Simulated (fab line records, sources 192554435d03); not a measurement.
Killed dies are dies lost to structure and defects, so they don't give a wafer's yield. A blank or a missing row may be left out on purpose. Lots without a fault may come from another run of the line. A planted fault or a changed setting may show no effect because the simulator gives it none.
fab line records | flow n5_finfet
record lots=5 wafers=15 last_day=16
route steps=1938 shown BEOL_M1@819 BEOL_M2@841
lots that met no fault: from a run of the same line without faults
start_h: hours from the record's first day to the start of the lot's first wafer shown | wait_h: hours since the lot's step before | " the same as in the row above | L1.1+2: a row that stands for several wafers | - no value, or no start given | * or withheld: withheld | < > ~ a bound
route shown NAME@n: a module of which the file shows steps, and the number in the route of the first | usual: mean/standard deviation of fault-free wafers | same: alike in all rows | chamber/n: place in a boat | sites: the reading at each site | _std_site: their standard deviation | _edge_site: outer sites' mean less inner sites' | radius_mm: how far each site lies from the wafer's centre | mask NAME#n: copy n | behind: the tool/chamber that last shaped the wafer | hold: why the lot was held/for how many hours/how that ended | device: the transistor (n, p or np) that didn't switch | end of line: the same wafers' tests at the end of the route | a step without rows: its recipe alone | killed: dies lost to structure and defects at the first sort, not the wafer's yield | map: a wafer's dies, x killed, . not, _ none there
set.NAME: the setting as run; set.NAME@STEP: as run at that earlier step | model.NAME: the simulator's own value behind a step, which no gauge read
lots at some steps of the route; a table a step, a row a wafer
services: from which hour (start_h, from the record's first day; less than 0 if before it) a tool's chamber was out of use, for how many hours, and why
## steps
# step N5_BEOL_M1_ANNEAL_82
# recipe temp_c=400 time_s=240 ambient=vacuum
# usual heater_power_w=808/44
# columns lot.wafer tool chamber start_h wait_h heater_power_w
L086.2 pvd_sputter-01 - 203.53 0.0 776
L086.5 " - " " 697
L086.6 " - " " 830
L087.3 pvd_sputter-03 - 205.39 0.0 802
L087.4 " - " " 799
L087.6 " - " " 844
L085.2 pvd_sputter-03 - 210.95 0.0 797
L085.3 " - " " 830
L085.6 " - " " 792
L088.1 pvd_sputter-03 - 214.47 0.0 839
L088.4 " - " " 841
L088.6 " - " " 806
L089.1 pvd_sputter-02 - 227.42 0.0 829
L089.5 " - " " 809
L089.6 " - " " 888
# step N5_BEOL_M1_SPUTTER_86
# recipe material=Cu target_thk_a=45 temp_c=-20 chamber_pressure_pa=0.07 power_w=withheld time_s=8.29
# usual throttle_valve_pct=30.5/0.94
# columns lot.wafer tool chamber start_h wait_h throttle_valve_pct
L086.2 pvd_sputter-01 - 203.67 0.1 30.4
L086.5 " - " " 30.1
L086.6 " - " " 31.0
L087.3 pvd_sputter-03 - 205.53 0.1 29.1
L087.4 " - " " 32.4
L087.6 " - " " 29.8
L085.2 pvd_sputter-03 - 211.09 0.1 29.4
L085.3 " - " " 29.8
L085.6 " - " " 32.5
L088.1 pvd_sputter-03 - 214.61 0.1 31.7
L088.4 " - " " 29.9
L088.6 " - " " 29.9
L089.1 pvd_sputter-02 - 227.56 0.1 30.1
L089.5 " - " " 30.0
L089.6 " - " " 30.2
# step N5_BEOL_M1_ANNEAL_87
# recipe temp_c=400 time_s=240 ambient=vacuum
# usual heater_power_w=810/45
# columns lot.wafer tool chamber start_h wait_h heater_power_w
L086.2 pvd_sputter-01 - 203.75 0.0 782
L086.5 " - " " 703
L086.6 " - " " 831
L087.3 pvd_sputter-03 - 205.61 0.0 807
L087.4 " - " " 808
L087.6 " - " " 852
L085.2 pvd_sputter-03 - 211.17 0.0 791
L085.3 " - " " 808
L085.6 " - " " 827
L088.1 pvd_sputter-03 - 214.69 0.0 832
L088.4 " - " " 838
L088.6 " - " " 823
L089.1 pvd_sputter-02 - 227.64 0.0 830
L089.5 " - " " 827
L089.6 " - " " 866
# step N5_BEOL_M1_SPUTTER_88
# recipe material=Cu target_thk_a=45 temp_c=-20 chamber_pressure_pa=0.07 power_w=withheld time_s=8.29
# usual throttle_valve_pct=30.5/0.93
# columns lot.wafer tool chamber start_h wait_h throttle_valve_pct
L086.2 pvd_sputter-01 - 203.89 0.1 30.6
L086.5 " - " " 30.3
L086.6 " - " " 30.9
L087.3 pvd_sputter-03 - 205.75 0.1 29.6
L087.4 " - " " 32.7
L087.6 " - " " 29.9
L085.2 pvd_sputter-03 - 211.31 0.1 29.3
L085.3 " - " " 29.8
L085.6 " - " " 32.4
L088.1 pvd_sputter-03 - 214.83 0.1 31.6
L088.4 " - " " 30.0
L088.6 " - " " 29.9
L089.1 pvd_sputter-02 - 227.78 0.1 30.2
L089.5 " - " " 29.8
L089.6 " - " " 30.1
# step N5_BEOL_M1_ANNEAL_89
# recipe temp_c=400 time_s=240 ambient=vacuum
# usual heater_power_w=809/45
# columns lot.wafer tool chamber start_h wait_h heater_power_w
L086.2 pvd_sputter-01 - 203.97 0.0 796
L086.5 " - " " 699
L086.6 " - " " 833
L087.3 pvd_sputter-03 - 205.83 0.0 807
L087.4 " - " " 819
L087.6 " - " " 855
L085.2 pvd_sputter-03 - 211.39 0.0 786
L085.3 " - " " 819
L085.6 " - " " 828
L088.1 pvd_sputter-03 - 214.91 0.0 860
L088.4 " - " " 829
L088.6 " - " " 834
L089.1 pvd_sputter-02 - 227.86 0.0 825
L089.5 " - " " 824
L089.6 " - " " 865
# step N5_BEOL_M1_SPUTTER_90
# recipe material=Cu target_thk_a=45 temp_c=-20 chamber_pressure_pa=0.07 power_w=withheld time_s=8.29
# usual throttle_valve_pct=30.5/0.94
# columns lot.wafer tool chamber start_h wait_h throttle_valve_pct
L086.2 pvd_sputter-01 - 204.11 0.1 30.5
L086.5 " - " " 30.1
L086.6 " - " " 31.1
L087.3 pvd_sputter-03 - 205.97 0.1 29.3
L087.4 " - " " 32.2
L087.6 " - " " 29.5
L085.2 pvd_sputter-03 - 211.53 0.1 29.2
L085.3 " - " " 29.9
L085.6 " - " " 32.4
L088.1 pvd_sputter-03 - 215.05 0.1 31.9
L088.4 " - " " 29.7
L088.6 " - " " 29.8
L089.1 pvd_sputter-02 - 228.00 0.1 30.2
L089.5 " - " " 30.0
L089.6 " - " " 29.7
# step N5_BEOL_M1_ANNEAL_91
# recipe temp_c=400 time_s=240 ambient=vacuum
# usual heater_power_w=808/45
# columns lot.wafer tool chamber start_h wait_h heater_power_w
L086.2 pvd_sputter-01 - 204.19 0.0 791
L086.5 " - " " 698
L086.6 " - " " 832
L087.3 pvd_sputter-03 - 206.05 0.0 772
L087.4 " - " " 810
L087.6 " - " " 828
L085.2 pvd_sputter-03 - 211.61 0.0 817
L085.3 " - " " 850
L085.6 " - " " 816
L088.1 pvd_sputter-03 - 215.13 0.0 831
L088.4 " - " " 833
L088.6 " - " " 823
L089.1 pvd_sputter-02 - 228.08 0.0 820
L089.5 " - " " 816
L089.6 " - " " 849
# step N5_BEOL_M1_SPUTTER_92
# recipe material=Cu target_thk_a=45 temp_c=-20 chamber_pressure_pa=0.07 power_w=withheld time_s=8.29
# usual throttle_valve_pct=30.5/0.93
# columns lot.wafer tool chamber start_h wait_h throttle_valve_pct
L086.2 pvd_sputter-01 - 204.33 0.1 30.8
L086.5 " - " " 30.1
L086.6 " - " " 31.0
L087.3 pvd_sputter-03 - 206.19 0.1 29.4
L087.4 " - " " 32.3
L087.6 " - " " 29.7
L085.2 pvd_sputter-03 - 211.75 0.1 29.2
L085.3 " - " " 29.7
L085.6 " - " " 32.3
L088.1 pvd_sputter-03 - 215.27 0.1 31.7
L088.4 " - " " 29.9
L088.6 " - " " 29.8
L089.1 pvd_sputter-02 - 228.22 0.1 30.3
L089.5 " - " " 30.4
L089.6 " - " " 30.0
# step N5_BEOL_M1_ANNEAL_93
# recipe temp_c=400 time_s=240 ambient=vacuum
# usual heater_power_w=812/45
# columns lot.wafer tool chamber start_h wait_h heater_power_w
L086.2 pvd_sputter-01 - 204.41 0.0 774
L086.5 " - " " 724
L086.6 " - " " 824
L087.3 pvd_sputter-03 - 206.27 0.0 800
L087.4 " - " " 813
L087.6 " - " " 830
L085.2 pvd_sputter-03 - 211.83 0.0 819
L085.3 " - " " 841
L085.6 " - " " 822
L088.1 pvd_sputter-03 - 215.35 0.0 844
L088.4 " - " " 821
L088.6 " - " " 826
L089.1 pvd_sputter-02 - 228.30 0.0 833
L089.5 " - " " 816
L089.6 " - " " 889
# step N5_BEOL_M1_SPUTTER_94
# recipe material=Cu target_thk_a=45 temp_c=-20 chamber_pressure_pa=0.07 power_w=withheld time_s=8.29
# usual throttle_valve_pct=30.5/0.95
# columns lot.wafer tool chamber start_h wait_h throttle_valve_pct
L086.2 pvd_sputter-01 - 204.55 0.1 30.4
L086.5 " - " " 30.5
L086.6 " - " " 30.9
L087.3 pvd_sputter-03 - 206.41 0.1 29.5
L087.4 " - " " 32.5
L087.6 " - " " 30.2
L085.2 pvd_sputter-03 - 211.97 0.1 29.4
L085.3 " - " " 29.9
L085.6 " - " " 32.1
L088.1 pvd_sputter-03 - 215.49 0.1 31.6
L088.4 " - " " 29.8
L088.6 " - " " 29.7
L089.1 pvd_sputter-02 - 228.44 0.1 30.1
L089.5 " - " " 29.9
L089.6 " - " " 30.1
# step N5_BEOL_M1_ANNEAL_95
# recipe temp_c=400 time_s=240 ambient=vacuum
# usual heater_power_w=809/44
# columns lot.wafer tool chamber start_h wait_h heater_power_w
L086.2 pvd_sputter-01 - 204.63 0.0 755
L086.5 " - " " 703
L086.6 " - " " 829
L087.3 pvd_sputter-03 - 206.49 0.0 799
L087.4 " - " " 798
L087.6 " - " " 830
L085.2 pvd_sputter-03 - 212.05 0.0 812
L085.3 " - " " 842
L085.6 " - " " 798
L088.1 pvd_sputter-03 - 215.57 0.0 846
L088.4 " - " " 829
L088.6 " - " " 813
L089.1 pvd_sputter-02 - 228.52 0.0 814
L089.5 " - " " 834
L089.6 " - " " 868
# step N5_BEOL_M1_SPUTTER_96
# recipe material=Cu target_thk_a=45 temp_c=-20 chamber_pressure_pa=0.07 power_w=withheld time_s=8.29
# usual throttle_valve_pct=30.5/0.92
# columns lot.wafer tool chamber start_h wait_h throttle_valve_pct
L086.2 pvd_sputter-01 - 204.77 0.1 30.7
L086.5 " - " " 30.3
L086.6 " - " " 30.9
L087.3 pvd_sputter-03 - 206.63 0.1 29.2
L087.4 " - " " 32.5
L087.6 " - " " 30.0
L085.2 pvd_sputter-03 - 212.19 0.1 29.4
L085.3 " - " " 29.8
L085.6 " - " " 32.4
L088.1 pvd_sputter-03 - 215.71 0.1 31.8
L088.4 " - " " 30.3
L088.6 " - " " 29.7
L089.1 pvd_sputter-02 - 228.66 0.1 30.0
L089.5 " - " " 30.3
L089.6 " - " " 30.3
# step N5_BEOL_M1_ECD_50
# recipe material=Cu target_thk_a=3000
# columns lot.wafer tool chamber start_h wait_h
L086.2+5+6 ecd_cu-01 1,1,0 204.88 0.1
L087.3+4+6 ecd_cu-02 1,0,1 206.77 0.1
L085.2+3+6 ecd_cu-02 1 212.31 0.1
L088.1+4+6 ecd_cu-01 0,0,1 215.83 0.1
L089.1+5+6 ecd_cu-01 0,0,1 228.79 0.1
# step N5_BEOL_M1_ANNEAL_51
# recipe temp_c=225 time_s=90 ambient=N2
# usual anneal_temp_c_max=226.4/0.6 wafer_temp_C_max=226.0/0.48
# columns lot.wafer tool chamber start_h wait_h anneal_temp_c_max wafer_temp_C_max
L086.2 rtp_anneal-01 0 205.01 0.1 226.2 226.6
L086.5 " 0 " " 226.0 226.0
L086.6 " 0 " " 225.9 226.9
L087.3 rtp_anneal-01 0 207.18 0.4 225.9 226.1
L087.4 " 0 " " 225.9 226.3
L087.6 " 0 " " 226.5 226.4
L085.2 rtp_anneal-02 0 212.43 0.1 226.6 225.4
L085.3 " 0 " " 226.9 225.4
L085.6 " 0 " " 226.9 225.3
L088.1 rtp_anneal-01 0 215.91 0.1 226.1 226.3
L088.4 " 0 " " 225.7 227.1
L088.6 " 0 " " 226.0 226.4
L089.1 rtp_anneal-02 0 229.00 0.2 227.1 225.6
L089.5 " 0 " " 226.4 225.7
L089.6 " 0 " " 227.1 225.9
# step N5_BEOL_M1_CMP_52
# recipe stop_on=SiOC t_overpolish_s=6.8 down_force_psi=1 platen_rpm=50 clearing_platen_down_force_psi=1.5 clearing_platen_rpm=50 post_cmp_clean=cu_alkaline target_thk_nm=40 clearing_platen_pad_velocity_m_s=0.99484 pad_velocity_m_s=0.99484
# usual barrier_field_endpoint_s=25.1/0.55 edge_zone_pressure_frac=1.000/0.0044 motor_current_A=6.2/0.48 overpolish_run_s=6.801/0.0085 time_to_endpoint_s=63.9/2.6
# columns lot.wafer tool chamber start_h wait_h barrier_field_endpoint_s edge_zone_pressure_frac motor_current_A overpolish_run_s time_to_endpoint_s
L086.2 cmp-01 0 205.33 0.3 26.2 1.002 6.2 6.806 65.4
L086.6 " 2 " " 25.5 1.010 5.9 6.792 63.9
L086.5 " 3 " " 25.4 0.991 6.6 6.798 64.9
L087.3 cmp-01 3 207.53 0.3 23.9 1.007 6.5 6.800 62.9
L087.4 " 1 " " 25.0 0.997 6.5 6.800 61.8
L087.6 " 3 " " 25.5 1.010 6.7 6.806 68.5
L085.2 cmp-04 3 212.69 0.2 24.2 1.003 6.5 6.803 60.6
L085.3 " 1 " " 24.2 1.004 6.3 6.796 57.1
L085.6 " 3 " " 24.3 0.991 6.4 6.793 57.5
L088.1 cmp-04 3 216.29 0.3 24.3 1.004 6.4 6.799 60.5
L088.4 " 0 " " 25.0 1.001 6.0 6.794 66.5
L088.6 " 1 " " 24.7 1.005 6.4 6.802 61.1
L089.1 cmp-01 3 229.33 0.3 25.3 0.999 6.5 6.801 64.7
L089.6 " 2 " " 25.4 0.995 5.8 6.814 64.0
L089.5 " 3 " " 25.7 1.000 6.5 6.797 64.0
# step N5_BEOL_M1_THK_MEAS_53
# recipe thk_meas_gauge=xrf reads=Cu_of_BEOL_M1_ECD_50
# usual M1_THK=40.8/1.3
# columns lot.wafer tool chamber start_h wait_h M1_THK[nm]
L086.2 film_metro-01 - 205.55 - 42.8
L086.5 " - " " 43.4
L086.6 " - " " 42.7
L087.3 film_metro-02 - 207.82 - 41.9
L087.4 " - " " 41.5
L087.6 " - " " 43.2
L085.2 film_metro-01 - 212.98 - 38.9
L085.3 " - " " 38.4
L085.6 " - " " 40.5
L088.1 film_metro-02 - 216.51 - 38.9
L088.4 " - " " 42.1
L088.6 " - " " 41.0
L089.1 film_metro-02 - 229.59 - 39.8
L089.5 " - " " 40.9
L089.6 " - " " 38.9
# step N5_BEOL_M1_PRE_CLEAN_60
# recipe gas=NH3/H2 time_s=15 temp_c=* rf_power_w=300
# usual heater_power_w=83/16
# columns lot.wafer tool chamber start_h wait_h heater_power_w since_wet_clean_h
L086.2 cvd_co-01 1 205.59 0.0 94 57
L086.5 " 0 " " 90 -
L086.6 " 2 " " 59 -
L087.3 cvd_co-01 1 207.86 0.0 92 60
L087.4 " 2 " " 58 -
L087.6 " 0 " " 90 -
L085.2 cvd_co-01 1 213.02 0.0 93 65
L085.3 " 2 " " 59 514
L085.6 " 0 " " 88 -
L088.1 cvd_co-02 1 216.55 0.0 102 1195
L088.4 " 2 " " 97 -
L088.6 " 0 " " 65 -
L089.1 cvd_co-01 0 229.63 0.0 89 990
L089.5 " 0 " " 91 -
L089.6 " 1 " " 95 -
# step N5_BEOL_M1_CO_CAP_55
# recipe material=Co target_thk_a=20 temp_c=200 precursor=CCTBA/H2 pressure_torr=30 time_s=102.1
# usual heater_power_w=233/20
# columns lot.wafer tool chamber start_h wait_h heater_power_w since_wet_clean_h
L086.2 cvd_co-01 1 205.63 0.0 249 57
L086.5 " 0 " " 244 -
L086.6 " 2 " " 203 -
L087.3 cvd_co-01 1 207.90 0.0 243 60
L087.4 " 2 " " 205 -
L087.6 " 0 " " 238 -
L085.2 cvd_co-01 1 213.06 0.0 249 65
L085.3 " 2 " " 202 514
L085.6 " 0 " " 234 -
L088.1 cvd_co-02 1 216.59 0.0 250 1195
L088.4 " 2 " " 250 -
L088.6 " 0 " " 217 -
L089.1 cvd_co-01 0 229.67 0.0 238 990
L089.5 " 0 " " 240 -
L089.6 " 1 " " 249 -
# step N5_BEOL_M1_PRE_CLEAN_56
# recipe gas=NH3 time_s=15 temp_c=withheld rf_power_w=300
# columns lot.wafer tool chamber start_h wait_h since_wet_clean_h
L086.2 pecvd-01 0 205.72 0.1 1272
L086.5 " 2 " " -
L086.6 " 0 " " -
L087.3 pecvd-01 0 207.99 0.1 1274
L087.4 " 1 " " -
L087.6 " 0 " " -
L085.2 pecvd-03 1 213.15 0.1 1823
L085.3 " 2 " " 335
L085.6 " 1 " " -
L088.1 pecvd-03 0 216.68 0.1 1102
L088.4 " 0 " " -
L088.6 " 1 " " -
L089.1 pecvd-01 1 229.77 0.1 2021
L089.5 " 2 " " -
L089.6 " 1 " " -
# step N5_BEOL_M1_DEP_57
# recipe material=SiCN target_thk_a=80 temp_c=withheld precursor=3MS/NH3 pressure_torr=3 rf_w=202 time_s=14
# usual showerhead_plenum_p_Torr=3.667/0.011 throttle_valve_pct=9.2/0.35
# columns lot.wafer tool chamber start_h wait_h showerhead_plenum_p_Torr since_wet_clean_h throttle_valve_pct
L086.2 pecvd-01 0 205.75 0.0 3.680 1272 9.3
L086.5 " 2 " " 3.694 - 9.7
L086.6 " 0 " " 3.676 - 9.5
L087.3 pecvd-01 0 208.01 0.0 3.689 1274 9.6
L087.4 " 1 " " 3.659 - 10.1
L087.6 " 0 " " 3.680 - 9.3
L085.2 pecvd-03 1 213.17 0.0 3.666 1823 9.3
L085.3 " 2 " " 3.660 335 8.9
L085.6 " 1 " " 3.651 - 9.3
L088.1 pecvd-03 0 216.71 0.0 3.682 1102 9.5
L088.4 " 0 " " 3.676 - 9.3
L088.6 " 1 " " 3.649 - 9.2
L089.1 pecvd-01 1 229.81 0.0 3.669 2021 10.0
L089.5 " 2 " " 3.682 - 9.7
L089.6 " 1 " " 3.671 - 9.9
# step N5_BEOL_M1_RS_MEAS_58
# recipe thk_meas_gauge=four-point-probe reads=Co_of_BEOL_M1_CO_CAP_55+Cu_of_BEOL_M1_ECD_50+Co_of_BEOL_M1_CVD_47+TaN_of_BEOL_M1_ALD_84
# usual M1_RS=0.657/0.028
# columns lot.wafer tool chamber start_h wait_h M1_RS[ohm/sq]
L086.2 film_metro-01 - 205.81 0.1 0.616
L086.5 " - " " 0.603
L086.6 " - " " 0.616
L087.3 film_metro-01 - 208.08 0.1 0.641
L087.4 " - " " 0.644
L087.6 " - " " 0.613
L085.2 film_metro-01 - 213.24 0.1 0.706
L085.3 " - " " 0.718
L085.6 " - " " 0.667
L088.1 film_metro-02 - 216.77 0.0 0.703
L088.4 " - " " 0.637
L088.6 " - " " 0.662
L089.1 film_metro-02 - 229.89 0.1 0.677
L089.5 " - " " 0.652
L089.6 " - " " 0.695
# step N5_BEOL_M1_INSPECT_59
# recipe inspect_instrument=darkfield mode=post_dep
# usual raw_defect_count=65/22
# columns lot.wafer tool chamber start_h wait_h raw_defect_count
L086.2 defect_inspect-01 - 205.84 0.0 42
L086.5 " - " " 63
L086.6 " - " " 58
L087.3 defect_inspect-01 - 208.11 0.0 45
L087.4 " - " " 70
L087.6 " - " " 63
L085.2 defect_inspect-01 - 213.27 0.0 71
L085.3 " - " " 60
L085.6 " - " " 49
L088.1 defect_inspect-01 - 216.80 0.0 46
L088.4 " - " " 42
L088.6 " - " " 42
L089.1 defect_inspect-02 - 229.92 0.0 40
L089.5 " - " " 37
L089.6 " - " " 40
# step N5_BEOL_M2_ILD_DEP_00
# recipe material=SiOC target_thk_a=790 temp_c=350 precursor=DEMS/O2 pressure_torr=5 rf_w=500 time_s=15.3
# usual heater_power_w=510/99 showerhead_plenum_p_Torr=5.698/0.019 throttle_valve_pct=12.3/0.51
# columns lot.wafer tool chamber start_h wait_h heater_power_w showerhead_plenum_p_Torr since_wet_clean_h throttle_valve_pct
L086.2 pecvd-04 1 205.88 0.0 354 5.675 1635 12.2
L086.5 " 1 " " 342 5.695 - 12.4
L086.6 " 2 " " 438 5.684 - 11.5
L087.3 pecvd-04 0 208.14 0.0 603 5.696 912 11.6
L087.4 " 2 " " 417 5.677 - 11.8
L087.6 " 0 " " 607 5.694 - 11.9
L085.2 pecvd-03 0 213.30 0.0 500 5.705 1098 12.3
L085.3 " 2 " " 451 5.669 335 11.9
L085.6 " 1 " " 528 5.689 - 12.2
L088.1 pecvd-01 1 216.84 0.0 434 5.702 2008 13.1
L088.4 " 0 " " 570 5.711 - 12.4
L088.6 " 1 " " 431 5.680 - 13.2
L089.1 pecvd-03 1 229.96 0.0 486 5.690 1840 12.3
L089.5 " 1 " " 482 5.672 - 12.3
L089.6 " 2 " " 480 5.700 - 12.0
# step N5_BEOL_M2_THK_MEAS_01
# recipe reads=SiOC_of_BEOL_M2_ILD_DEP_00
# usual M2_ILD_THK=78.7/0.99
# columns lot.wafer tool chamber start_h wait_h M2_ILD_THK[nm]
L086.2 film_metro-01 - 205.94 0.1 78.2
L086.5 " - " " 78.6
L086.6 " - " " 78.7
L087.3 film_metro-02 - 208.21 0.1 77.3
L087.4 " - " " 78.9
L087.6 " - " " 79.0
L085.2 film_metro-02 - 213.37 0.1 79.1
L085.3 " - " " 77.3
L085.6 " - " " 77.8
L088.1 film_metro-01 - 216.91 0.1 79.3
L088.4 " - " " 80.5
L088.6 " - " " 80.0
L089.1 film_metro-02 - 230.02 0.0 78.1
L089.5 " - " " 79.3
L089.6 " - " " 78.1
# step N5_BEOL_M2_PECVD_72
# recipe material=SiO2 target_thk_a=160 temp_c=400 precursor=TEOS/O2 pressure_torr=5.5 rf_w=450 teos_flow_sccm=53.8 gas=O2 flow_sccm=3000 time_s=18
# usual heater_power_w=725/130 showerhead_plenum_p_Torr=8.78/0.072 throttle_valve_pct=22.8/0.85
# columns lot.wafer tool chamber start_h wait_h heater_power_w showerhead_plenum_p_Torr since_wet_clean_h throttle_valve_pct
L086.2 pecvd-04 0 205.98 0.0 903 8.80 910 22.0
L086.5 " 0 " " 875 8.79 - 22.0
L086.6 " 1 " " 474 8.70 - 22.9
L087.3 pecvd-03 1 208.25 0.0 665 8.74 1818 23.1
L087.4 " 1 " " 669 8.69 - 23.0
L087.6 " 0 " " 739 8.86 - 23.0
L085.2 pecvd-03 0 213.41 0.0 670 8.84 1099 23.1
L085.3 " 2 " " 740 8.76 335 22.0
L085.6 " 1 " " 753 8.73 - 23.0
L088.1 pecvd-04 0 216.95 0.0 904 8.78 921 22.2
L088.4 " 0 " " 900 8.78 - 22.2
L088.6 " 1 " " 540 8.70 - 22.8
L089.1 pecvd-01 1 230.06 0.0 588 8.77 2021 24.8
L089.5 " 2 " " 952 8.91 - 23.3
L089.6 " 1 " " 599 8.77 - 24.8
# step N5_BEOL_M2_HM_DEP_02
# recipe material=TiN target_thk_a=200 temp_c=25 chamber_pressure_pa=0.49996
# usual throttle_valve_pct=30.3/1.1
# columns lot.wafer tool chamber start_h wait_h throttle_valve_pct
L086.2 pvd_sputter-02 - 208.31 2.3 30.0
L086.5 " - " " 29.1
L086.6 " - " " 29.9
L087.3 pvd_sputter-03 - 208.89 0.6 30.2
L087.4 " - " " 31.6
L087.6 " - " " 31.6
L085.2 pvd_sputter-02 - 213.77 0.3 29.3
L085.3 " - " " 28.8
L085.6 " - " " 30.0
L088.1 pvd_sputter-01 - 218.08 1.1 30.0
L088.4 " - " " 30.3
L088.6 " - " " 30.7
L089.1 pvd_sputter-01 - 230.53 0.5 30.8
L089.5 " - " " 30.3
L089.6 " - " " 31.2
# step N5_BEOL_M2_COAT_61
# recipe resist=SOC temp_c=250 time_s=60 spin_rpm=1500 resist_thk_nm=60
# columns lot.wafer tool chamber start_h wait_h
L086.2+5+6 litho_track-05 0 208.44 0.1
L087.3+4+6 litho_track-05 0 209.02 0.1
L085.2+3+6 litho_track-05 0 213.90 0.1
L088.1+4+6 litho_track-01 0 218.21 0.1
L089.1+5+6 litho_track-03 0 230.66 0.1
# step N5_BEOL_M2_COAT_62
# recipe resist=SiARC temp_c=220 time_s=60 spin_rpm=1500 resist_thk_nm=12
# columns lot.wafer tool chamber start_h wait_h
L086.2+5+6 litho_track-05 0 - -
L087.3+4+6 litho_track-05 0 - -
L085.2+3+6 litho_track-05 0 - -
L088.1+4+6 litho_track-01 0 - -
L089.1+5+6 litho_track-03 0 - -
# step N5_BEOL_M2_COAT_73
# recipe resist=underlayer temp_c=205 time_s=60 spin_rpm=1500 resist_thk_nm=5
# columns lot.wafer tool chamber start_h wait_h
L086.2+5+6 litho_track-05 0 - -
L087.3+4+6 litho_track-05 0 - -
L085.2+3+6 litho_track-05 0 - -
L088.1+4+6 litho_track-01 0 - -
L089.1+5+6 litho_track-03 0 - -
# step N5_BEOL_M2_COAT_05
# recipe resist=CAR-EUV spin_rpm=1500 resist_thk_nm=30
# columns lot.wafer tool chamber start_h wait_h
L086.2+5+6 litho_track-05 0 - -
L087.3+4+6 litho_track-05 0 - -
L085.2+3+6 litho_track-05 0 - -
L088.1+4+6 litho_track-01 0 - -
L089.1+5+6 litho_track-03 0 - -
# step N5_BEOL_M2_EBR_07
# recipe solvent=PGMEA ebr_width_mm=1.5
# columns lot.wafer tool chamber start_h wait_h
L086.2+5+6 litho_track-05 0 - -
L087.3+4+6 litho_track-05 0 - -
L085.2+3+6 litho_track-05 0 - -
L088.1+4+6 litho_track-01 0 - -
L089.1+5+6 litho_track-03 0 - -
# step N5_BEOL_M2_SOFTBAKE_06
# recipe temp_c=110 time_s=60 resist=CAR-EUV
# columns lot.wafer tool chamber start_h wait_h
L086.2+5+6 litho_track-05 0 - -
L087.3+4+6 litho_track-05 0 - -
L085.2+3+6 litho_track-05 0 - -
L088.1+4+6 litho_track-01 0 - -
L089.1+5+6 litho_track-03 0 - -
# step N5_BEOL_M2_EXPOSE_08
# recipe mask_id=M2 na=0.33 source_shape=dipole sigma_inner=0.369 sigma_outer=0.767 polarization=unpolarized dose_mj=41.25
# usual focus_offset_nm=0.0/0.54 reticle_temp_C=23.05/0.13
# same na=0.33
# columns lot.wafer tool chamber start_h wait_h mask focus_offset_nm reticle_temp_C
L086.2 euv_scanner-01 0 208.71 - M2#0 0.0 23.25
L086.5 " 0 " " M2#0 -0.3 23.19
L086.6 " 0 " " M2#0 0.1 23.24
L087.3 euv_scanner-01 0 209.20 - M2#0 0.1 23.06
L087.4 " 0 " " M2#0 0.5 23.05
L087.6 " 0 " " M2#0 1.0 23.20
L085.2 euv_scanner-01 0 214.04 - M2#0 -0.8 22.91
L085.3 " 0 " " M2#0 -0.3 22.84
L085.6 " 0 " " M2#0 -0.6 22.97
L088.1 euv_scanner-01 0 218.34 - M2#0 -0.3 23.09
L088.4 " 0 " " M2#0 0.2 22.79
L088.6 " 0 " " M2#0 0.5 22.84
L089.1 euv_scanner-01 0 230.80 - M2#0 0.2 23.22
L089.5 " 0 " " M2#0 0.7 23.15
L089.6 " 0 " " M2#0 -0.5 23.09
# step N5_BEOL_M2_PEB_09
# recipe peb_temp_c=100 peb_time_s=60 resist=CAR-EUV
# columns lot.wafer tool chamber start_h wait_h
L086.2+5+6 litho_track-01 0 208.77 0.1
L087.3+4+6 litho_track-03 0 209.25 0.0
L085.2+3+6 litho_track-03 0 214.10 0.1
L088.1+4+6 litho_track-03 0 218.41 0.1
L089.1+5+6 litho_track-05 0 230.86 0.1
# step N5_BEOL_M2_DEVELOP_10
# recipe develop_time_s=30 developer=TMAH resist=CAR-EUV rinse_liquid=surfactant_rinse dry=air_spin dev_temp_c=23
# columns lot.wafer tool chamber start_h wait_h
L086.2+5+6 litho_track-01 0 - -
L087.3+4+6 litho_track-03 0 - -
L085.2+3+6 litho_track-03 0 - -
L088.1+4+6 litho_track-03 0 - -
L089.1+5+6 litho_track-05 0 - -
# step N5_BEOL_M2_CD_MEAS_11
# recipe target_cd_nm=16.79 landing_energy_ev=500 detector=se_inlens polarity=opening
# usual cd_nm=16.83/0.23
# columns lot.wafer tool chamber start_h wait_h cd_nm
L086.2 cd_sem-03 0 208.83 - 16.93
L086.5 " 0 " " 16.60
L086.6 " 0 " " 16.92
L087.3 cd_sem-03 0 209.32 - 17.28
L087.4 " 0 " " 16.94
L087.6 " 0 " " 16.92
L085.2 cd_sem-03 0 214.17 - 16.60
L085.3 " 0 " " 16.84
L085.6 " 0 " " 16.66
L088.1 cd_sem-02 0 218.47 - 16.88
L088.4 " 0 " " 17.29
L088.6 " 0 " " 16.72
L089.1 cd_sem-01 0 230.93 - 16.77
L089.5 " 0 " " 17.53
L089.6 " 0 " " 17.00
# step N5_BEOL_M2_OVL_MEAS_12
# recipe points_per_wafer=522
# usual M2_OVL=0.1/0.67
# columns lot.wafer tool chamber start_h wait_h M2_OVL[nm]
L086.2 overlay-02 0 208.87 0.0 -0.7
L086.5 " 0 " " 0.0
L086.6 " 0 " " -0.8
L087.3 overlay-02 0 209.36 0.0 0.3
L087.4 " 0 " " 0.0
L087.6 " 0 " " -0.1
L085.2 overlay-02 0 214.20 0.0 0.1
L085.3 " 0 " " 0.1
L085.6 " 0 " " 1.6
L088.1 overlay-02 0 218.50 0.0 -0.2
L088.4 " 0 " " -0.3
L088.6 " 0 " " 0.0
L089.1 overlay-01 0 230.96 0.0 -0.1
L089.5 " 0 " " -0.5
L089.6 " 0 " " 0.0
# step N5_BEOL_M2_INSPECT_13
# recipe mode=adi inspect_instrument=brightfield
# usual raw_defect_count=380/100
# columns lot.wafer tool chamber start_h wait_h raw_defect_count
L086.2 defect_inspect-02 - 208.93 0.1 379
L086.5 " - " " 342
L086.6 " - " " 527
L087.3 defect_inspect-02 - 209.41 0.0 290
L087.4 " - " " 374
L087.6 " - " " 269
L085.2 defect_inspect-02 - 214.26 0.0 480
L085.3 " - " " 528
L085.6 " - " " 333
L088.1 defect_inspect-01 - 218.56 0.1 431
L088.4 " - " " 276
L088.6 " - " " 390
L089.1 defect_inspect-02 - 231.02 0.1 361
L089.5 " - " " 222
L089.6 " - " " 240
## services
# columns tool chamber start_h hours kind
pecvd-03 2 179.72 4.0 repair
litho_track-05 - 181.18 - consumable_replace:filter
cvd_co-01 - 185.05 2.3 repair
pvd_sputter-02 - 186.11 7.3 repair
euv_scanner-01 - 186.64 1.0 pm
euv_scanner-01 - 189.28 1.6 repair
cmp-04 - 199.95 6.6 pm
pecvd-04 - 200.31 1.6 repair
pecvd-03 - 214.46 1.7 repair
cmp-01 - 219.42 6.5 repair
pecvd-03 - 225.74 3.7 repair
pecvd-01 0 227.89 4.0 repair
rtp_anneal-01 - 228.59 4.2 pm
## key
fault none
